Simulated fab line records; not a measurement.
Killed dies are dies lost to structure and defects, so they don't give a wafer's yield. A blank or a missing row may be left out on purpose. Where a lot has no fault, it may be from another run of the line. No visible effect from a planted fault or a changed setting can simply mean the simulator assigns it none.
fab line records ; flow n5Finfet
record lots=6; wafers=18; lastDay=18
route steps=1938 shown BEOL_M12@1641 PASSIVATION@1936
lots untouched by any fault: they come from a run of this same line in which no faults occurred
startH: the number of hours between the record's first day and the start of the first shown wafer of the lot ; waitH: hours since the lot's step before ; " as in the row above ; L1.1+2: a single row standing in for several wafers ; - no value, or no start given ; * or withheld: withheld ; < > ~ a bound
route shown NAME@n: names a module that has steps shown in the file, with the first one's number in the route ; usual: average and standard deviation across the fault-free wafers ; same: alike in all rows ; chamber/n: place in a boat ; sites: readings site by site ; _std_site: standard deviation across them ; _edge_site: mean of outer sites minus mean of inner sites ; radiusMm: how far each site lies from the wafer's centre ; mask NAME#n: copy n ; behind: the tool/chamber that last shaped the wafer ; hold: why the lot was held/for how many hours/how that ended ; device: the transistor (n, p or np) that didn't switch ; end of line: the tests these same wafers got at the end of their route ; a step with no rows: only its recipe ; killed: dies that structure and defects cost at the first sort, which is not the same as the wafer's yield ; map: the dies of a wafer, with x for killed, . for not killed, _ for no die there
set.NAME: the run value of the setting; set.NAME@STEP: its run value at that earlier step ; model.NAME: the simulator's own value behind a step, which no gauge read
lots seen at some steps along the route; tables by step, rows by wafer
services: a tool's chamber out of use, with start hour (startH, from the record's first day; less than 0 if before it), hours out, and reason
## steps
# step N5_BEOL_M12_OCD_MEAS_35
# usual trenchDepthNm=319/5.3
lot.wafer;tool;chamber;startH;waitH;trenchDepthNm
L884.2;ocd-02;-;283.76;0.0;325
L884.3;ocd-02;-;283.76;0.0;325
L884.5;ocd-02;-;283.76;0.0;324
L885.1;ocd-02;-;288.66;0.0;308
L885.2;ocd-02;-;288.66;0.0;312
L885.3;ocd-02;-;288.66;0.0;317
L888.1;ocd-02;-;315.42;0.0;315
L888.2;ocd-02;-;315.42;0.0;327
L888.3;ocd-02;-;315.42;0.0;330
L891.3;ocd-02;-;347.19;0.0;317
L891.4;ocd-02;-;347.19;0.0;315
L891.6;ocd-02;-;347.19;0.0;321
L894.1;ocd-02;-;384.11;0.0;318
L894.2;ocd-02;-;384.11;0.0;313
L894.4;ocd-02;-;384.11;0.0;318
L895.2;ocd-01;-;393.21;0.0;325
L895.3;ocd-01;-;393.21;0.0;328
L895.6;ocd-01;-;393.21;0.0;324
# step N5_BEOL_M12_STRIP_37
# recipe chemistry=N2/H2; powerW=1000; tempC=250; h2Frac=0.65; overashFraction=0.3; pressureMtorr=withheld; n2FlowSccm=1750; h2FlowSccm=3250
# step N5_BEOL_M12_ETCH_38
# recipe chemistry=CF4/N2; target=SiCN; targetDepthA=687; taperDeg=2; timeS=73.4; ionEnergyEv=150; maskMaterial=SiO2; pressureMtorr=40; sourceW=430; biasW=70; Ar_flow_sccm=100; cf4FlowSccm=60; n2FlowSccm=60
# step N5_BEOL_M12_PRECLEAN_39
# recipe chemistry=residueRemover; timeS=60; tempC=40
# step N5_BEOL_M12_SRD_40
# recipe timeS=30; tempC=23; rinseLiquid=diw; dry=n2Spin; spinRpm=1500; dryTimeS=30
# step N5_BEOL_M12_DEGAS_41
# recipe ambient=vacuum; tempC=250; timeS=60
# usual heaterPowerW=332/27
lot.wafer;tool;chamber;startH;waitH;heaterPowerW
L884.2;pvdSputter-01;-;285.13;0.2;317
L884.3;pvdSputter-01;-;285.13;0.2;312
L884.5;pvdSputter-01;-;285.13;0.2;323
L885.1;pvdSputter-03;-;289.09;0.0;316
L885.2;pvdSputter-03;-;289.09;0.0;374
L885.3;pvdSputter-03;-;289.09;0.0;397
L888.1;pvdSputter-03;-;318.10;2.3;380
L888.2;pvdSputter-03;-;318.10;2.3;340
L888.3;pvdSputter-03;-;318.10;2.3;319
L891.3;pvdSputter-01;-;349.47;0.8;336
L891.4;pvdSputter-01;-;349.47;0.8;317
L891.6;pvdSputter-01;-;349.47;0.8;327
L894.1;pvdSputter-01;-;387.97;2.4;321
L894.2;pvdSputter-01;-;387.97;2.4;330
L894.4;pvdSputter-01;-;387.97;2.4;319
L895.2;pvdSputter-01;-;395.90;2.2;309
L895.3;pvdSputter-01;-;395.90;2.2;315
L895.6;pvdSputter-01;-;395.90;2.2;309
# step N5_BEOL_M12_PRE_CLEAN_42
# recipe gas=H2/He; timeS=30; tempC=250
# step N5_BEOL_M12_SPUTTER_43
# recipe material=TaN; targetThkA=150; tempC=50; biasV=168.6; powerW=15000; chamberPressurePa=0.12; timeS=24.19
# usual cathodeDcPowerW=15000/2.9; chamberPressurePa=0.12003/0.00022; throttleValvePct=30.7/1.3
lot.wafer;tool;chamber;startH;waitH;cathodeDcPowerW;chamberPressurePa;throttleValvePct
L884.2;pvdSputter-01;-;285.21;0.0;15000;0.11996;32.4
L884.3;pvdSputter-01;-;285.21;0.0;15003;0.11974;31.3
L884.5;pvdSputter-01;-;285.21;0.0;15000;0.12009;32.6
L885.1;pvdSputter-03;-;289.17;0.0;15000;0.1202;29.1
L885.2;pvdSputter-03;-;289.17;0.0;14999;0.11986;29.3
L885.3;pvdSputter-03;-;289.17;0.0;15001;0.12007;27.5
L888.1;pvdSputter-03;-;318.18;0.0;15005;0.11963;29.5
L888.2;pvdSputter-03;-;318.18;0.0;14998;0.12006;30.3
L888.3;pvdSputter-03;-;318.18;0.0;14997;0.11962;29.1
L891.3;pvdSputter-01;-;349.55;0.0;15001;0.12024;31.5
L891.4;pvdSputter-01;-;349.55;0.0;15006;0.12006;31.1
L891.6;pvdSputter-01;-;349.55;0.0;15000;0.12029;32.9
L894.1;pvdSputter-01;-;388.05;0.0;15007;0.11957;32.6
L894.2;pvdSputter-01;-;388.05;0.0;14999;0.1204;31.4
L894.4;pvdSputter-01;-;388.05;0.0;15006;0.1201;31.0
L895.2;pvdSputter-01;-;395.98;0.0;15006;0.1201;32.4
L895.3;pvdSputter-01;-;395.98;0.0;14997;0.11984;31.1
L895.6;pvdSputter-01;-;395.98;0.0;15004;0.11954;31.3
# step N5_BEOL_M12_SPUTTER_44
# recipe material=Ta; targetThkA=100; tempC=50; biasV=80; powerW=15000; chamberPressurePa=0.07; timeS=16.13
# usual cathodeDcPowerW=15000/2.6; chamberPressurePa=0.06998/0.00013; throttleValvePct=30.7/1.3
lot.wafer;tool;chamber;startH;waitH;cathodeDcPowerW;chamberPressurePa;throttleValvePct
L884.2;pvdSputter-01;-;285.29;0.0;14997;0.06983;32.6
L884.3;pvdSputter-01;-;285.29;0.0;14995;0.06998;30.8
L884.5;pvdSputter-01;-;285.29;0.0;15001;0.0701;32.6
L885.1;pvdSputter-03;-;289.25;0.0;14998;0.06988;29.1
L885.2;pvdSputter-03;-;289.25;0.0;14999;0.0698;29.5
L885.3;pvdSputter-03;-;289.25;0.0;14999;0.06981;27.5
L888.1;pvdSputter-03;-;318.26;0.0;15001;0.06993;29.3
L888.2;pvdSputter-03;-;318.26;0.0;15004;0.06989;30.4
L888.3;pvdSputter-03;-;318.26;0.0;14997;0.07007;29.2
L891.3;pvdSputter-01;-;349.63;0.0;14999;0.07;31.2
L891.4;pvdSputter-01;-;349.63;0.0;15001;0.06983;31.0
L891.6;pvdSputter-01;-;349.63;0.0;15005;0.06983;32.2
L894.1;pvdSputter-01;-;388.13;0.0;15003;0.07002;32.7
L894.2;pvdSputter-01;-;388.13;0.0;15004;0.06984;31.1
L894.4;pvdSputter-01;-;388.13;0.0;14998;0.07004;31.1
L895.2;pvdSputter-01;-;396.06;0.0;15004;0.06987;32.3
L895.3;pvdSputter-01;-;396.06;0.0;14994;0.06994;31.2
L895.6;pvdSputter-01;-;396.06;0.0;14999;0.06974;31.4
# step N5_BEOL_M12_SPUTTER_45
# recipe material=Cu; targetThkA=800; tempC=-20; biasV=60; powerW=26000; chamberPressurePa=0.13; timeS=13.33
# usual cathodeDcPowerW=26000/5; chamberPressurePa=0.12998/0.00028; throttleValvePct=30.7/1.4
lot.wafer;tool;chamber;startH;waitH;cathodeDcPowerW;chamberPressurePa;throttleValvePct
L884.2;pvdSputter-01;-;285.37;0.0;25997;0.12982;32.4
L884.3;pvdSputter-01;-;285.37;0.0;26007;0.13006;31.0
L884.5;pvdSputter-01;-;285.37;0.0;25993;0.12977;32.4
L885.1;pvdSputter-03;-;289.33;0.0;26007;0.12965;28.7
L885.2;pvdSputter-03;-;289.33;0.0;25999;0.13019;29.5
L885.3;pvdSputter-03;-;289.33;0.0;26001;0.13005;27.5
L888.1;pvdSputter-03;-;318.34;0.0;26000;0.13025;29.1
L888.2;pvdSputter-03;-;318.34;0.0;26002;0.12975;30.2
L888.3;pvdSputter-03;-;318.34;0.0;25991;0.13041;28.8
L891.3;pvdSputter-01;-;349.71;0.0;26003;0.13043;31.2
L891.4;pvdSputter-01;-;349.71;0.0;26004;0.12997;31.0
L891.6;pvdSputter-01;-;349.71;0.0;26009;0.12992;32.4
L894.1;pvdSputter-01;-;388.21;0.0;26007;0.12965;32.8
L894.2;pvdSputter-01;-;388.21;0.0;25998;0.12964;31.1
L894.4;pvdSputter-01;-;388.21;0.0;26001;0.12972;31.0
L895.2;pvdSputter-01;-;396.14;0.0;26008;0.12967;32.7
L895.3;pvdSputter-01;-;396.14;0.0;26006;0.12987;31.3
L895.6;pvdSputter-01;-;396.14;0.0;25993;0.12998;30.7
# step N5_BEOL_M12_ECD_47
# recipe material=Cu; targetThkA=7200
# step N5_BEOL_M12_ANNEAL_48
# recipe tempC=225; timeS=90; ambient=N2
# usual wafer_temp_C_max=225.79/0.22
lot.wafer;tool;chamber;startH;waitH;wafer_temp_C_max
L884.2;rtpAnneal-01;0;285.81;0.3;226.04
L884.3;rtpAnneal-01;0;285.81;0.3;225.94
L884.5;rtpAnneal-01;0;285.81;0.3;225.69
L885.1;rtpAnneal-02;0;289.60;0.1;225.94
L885.2;rtpAnneal-02;0;289.60;0.1;226.02
L885.3;rtpAnneal-02;0;289.60;0.1;225.74
L888.1;rtpAnneal-02;0;318.60;0.1;225.63
L888.2;rtpAnneal-02;0;318.60;0.1;225.32
L888.3;rtpAnneal-02;0;318.60;0.1;225.63
L891.3;rtpAnneal-01;0;350.07;0.2;225.44
L891.4;rtpAnneal-01;0;350.07;0.2;225.56
L891.6;rtpAnneal-01;0;350.07;0.2;225.78
L894.1;rtpAnneal-01;0;388.47;0.1;226.23
L894.2;rtpAnneal-01;0;388.47;0.1;225.86
L894.4;rtpAnneal-01;0;388.47;0.1;225.86
L895.2;rtpAnneal-01;0;396.44;0.1;225.68
L895.3;rtpAnneal-01;0;396.44;0.1;225.92
L895.6;rtpAnneal-01;0;396.44;0.1;225.43
# step N5_BEOL_M12_CMP_49
# recipe stopOn=SiOC; tOverpolishS=20.6; downForcePsi=1; platenRpm=50; clearingPlatenDownForcePsi=1.5; clearingPlatenRpm=50; postCmpClean=cuAlkaline; targetThkNm=320; clearingPlatenPadVelocityMS=0.99484; padVelocityMS=0.99484
# usual barrierFieldEndpointS=30.4/0.71; headPressurePsi=0.9997/0.0023; motorCurrentA=6.0/0.71; overpolishRunS=20.599/0.0086; platenRpm=50.01/0.032
lot.wafer;tool;chamber;startH;waitH;barrierFieldEndpointS;headPressurePsi;motorCurrentA;overpolishRunS;platenRpm
L884.2;cmp-03;0;286.07;0.2;58.3;0.5120;4.4;7.752;49.95
L884.3;cmp-03;1;286.07;0.2;29.9;1.0005;4.7;20.600;49.96
L884.5;cmp-03;0;286.07;0.2;59.1;0.5137;4.3;7.000;49.97
L885.1;cmp-03;3;289.89;0.3;30.2;0.9999;7.1;20.599;50.02
L885.2;cmp-03;0;289.89;0.3;60.0;0.5080;4.5;6.083;50.02
L885.3;cmp-03;1;289.89;0.3;30.1;0.9997;4.5;20.603;50.05
L888.2;cmp-01;2;318.90;0.2;30.0;0.9993;6.5;20.590;50.03
L888.1;cmp-01;0;318.90;0.2;30.2;1.0005;6.5;20.615;50.05
L888.3;cmp-01;1;318.90;0.2;29.0;1.0011;5.8;20.585;50.05
L891.3;cmp-01;3;350.36;0.2;31.8;0.9985;6.5;20.595;49.99
L891.4;cmp-01;0;350.36;0.2;31.0;0.9961;6.6;20.602;50.02
L891.6;cmp-01;3;350.36;0.2;31.1;1.0001;6.5;20.595;50.00
L894.1;cmp-03;3;389.08;0.5;30.7;1.0013;6.8;20.599;49.97
L894.2;cmp-03;0;389.08;0.5;30.8;1.0029;5.2;20.597;49.99
L894.4;cmp-03;1;389.08;0.5;30.5;0.9983;4.6;20.602;50.01
L895.2;cmp-01;2;396.70;0.2;30.5;0.9986;6.5;20.593;50.02
L895.3;cmp-01;0;396.70;0.2;30.2;1.0007;6.5;20.588;50.03
L895.6;cmp-01;2;396.70;0.2;30.8;1.0013;6.8;20.580;49.97
# step N5_PASSIVATION_PROBE_49
# usual defectLimitedYield=91.3/1.7; killed_at_M0_to_M3=33/9.9; killed_at_M4_up=14/6.4; killedAtContacts=12/7; killedAtFrontEnd=41/13; killedAtOther=3.1/2.9; killedDies=103/20; killedOpen=67/14; killedShort=34/9.4; sort_bin_4_leakage=0.03/0.24; sort_bin_5_function=5.1/1.1; sort_bin_6_memory=3.2/0.79; sort_bin_8_speed=0.02/0.15; sortNPass=1077/21; sortYieldPct=91.2/1.7
# same grossDies=1180; killedAtBackSide=0
lot.wafer;tool;chamber;startH;waitH;defectLimitedYield[%];killed_at_M0_to_M3;killed_at_M4_up;killedAtContacts;killedAtFrontEnd;killedAtOther;killedDies;killedOpen;killedShort;sort_bin_4_leakage[%];sort_bin_5_function[%];sort_bin_6_memory[%];sort_bin_8_speed[%];sortNPass;sortYieldPct[%]
L884.2;prober-01;-;319.07;0.1;91.2;29;21;10;41;3;104;60;41;0;5.5;3.1;0;1076;91.2
L884.3;prober-01;-;319.12;0.1;90.3;32;5;4;72;2;115;68;47;0;6.2;3.0;0;1065;90.3
L884.5;prober-01;-;319.22;0.2;91.3;32;17;20;32;2;103;82;21;0;6.5;2.2;0;1077;91.3
L885.2;prober-02;-;324.87;0.1;82.5;21;127;17;27;15;207;56;37;0;4.2;3.1;0;973;82.5
# killed by level:class
L884.2 FIN_SAQP:geometricParticle:short=12 FIN_SAQP:geometricParticle:open=10 BEOL_M4:geometricParticle:open=9 BEOL_M1:geometricParticle:open=7 MOL_CONTACT_COAG:geometricParticle:short=6 BEOL_M0_SAQP:geometricParticle:open=5 BEOL_M3:geometricParticle:open=5 STARTING-WAFER:geometricParticle:short=5
L884.3 FIN_SAQP:geometricParticle:short=30 FIN_SAQP:geometricParticle:open=17 BEOL_M0_SAQP:geometricParticle:open=8 BEOL_M3:geometricParticle:open=8 DUMMY_GATE:geometricParticle:open=6 BEOL_M2:geometricParticle:open=6 STI_FIN_REVEAL:geometricParticle:open=5 BEOL_M1:geometricParticle:open=5
L884.5 MOL_CONTACT_COAG:geometricParticle:open=18 FIN_SAQP:geometricParticle:open=11 BEOL_M3:geometricParticle:open=8 BEOL_M0_SAQP:geometricParticle:open=8 BEOL_M1:geometricParticle:open=7 BEOL_M4:geometricParticle:open=7 ILD0:geometricParticle:open=4 STI_FIN_REVEAL:geometricParticle:open=3
L885.2 BEOL_M12:areaCmp=114 MOL_CONTACT_COAG:geometricParticle:open=12 FIN_SAQP:geometricParticle:open=9 FIN_SAQP:geometricParticle:short=7 BEOL_M1:geometricParticle:open=6 BEOL_M4:geometricParticle:open=6 PAD_METAL:geometricParticle:short=6 MOL_CONTACT_COAG:geometricParticle:short=5
## services
tool;chamber;startH;hours;kind
cmp-01;-;281.83;4.0;pm
cmp-01;-;285.83;-;consumableReplace:conditioner
cmp-01;-;285.83;-;consumableReplace:pad
cmp-03;-;305.92;0.2;repair
cmp-01;-;337.59;2.7;repair
cmp-03;-;349.19;5.2;pm
pvdSputter-03;-;355.87;6.6;repair
cmp-01;-;365.38;5.4;repair
cmp-01;-;372.09;3.6;repair
cmp-03;-;375.72;6.1;pm
cmp-03;-;389.39;9.9;pm
## key
firstSign step=N5_BEOL_M12_CMP_49; reading=overpolishRunS; direction=down; sigmas=99+; usual=20.599; struck=6.945
effect step=N5_BEOL_M12_CMP_49; reading=headPressurePsi; direction=down; sigmas=99+; usual=0.9997; struck=0.5112
effect step=N5_PASSIVATION_PROBE_49; reading=killed_at_M4_up; direction=up; sigmas=6.4; usual=14; struck=55; wafersMoved=1
moreKillsBornAt N5_BEOL_M12_CMP_49@cmp-03=114
metAt N5_BEOL_M12_CMP_49
struckWafers L884.2,L884.5,L885.2
fault kind=processParameterDrift; tool=cmp-03; chamber=0; onsetH=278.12; steps=N5_BEOL_M12_CMP_49; channel=downForcePsi; offset=-0.48848; shape=step; endH=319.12; actsIn=theseRecipesOnly; stated=1
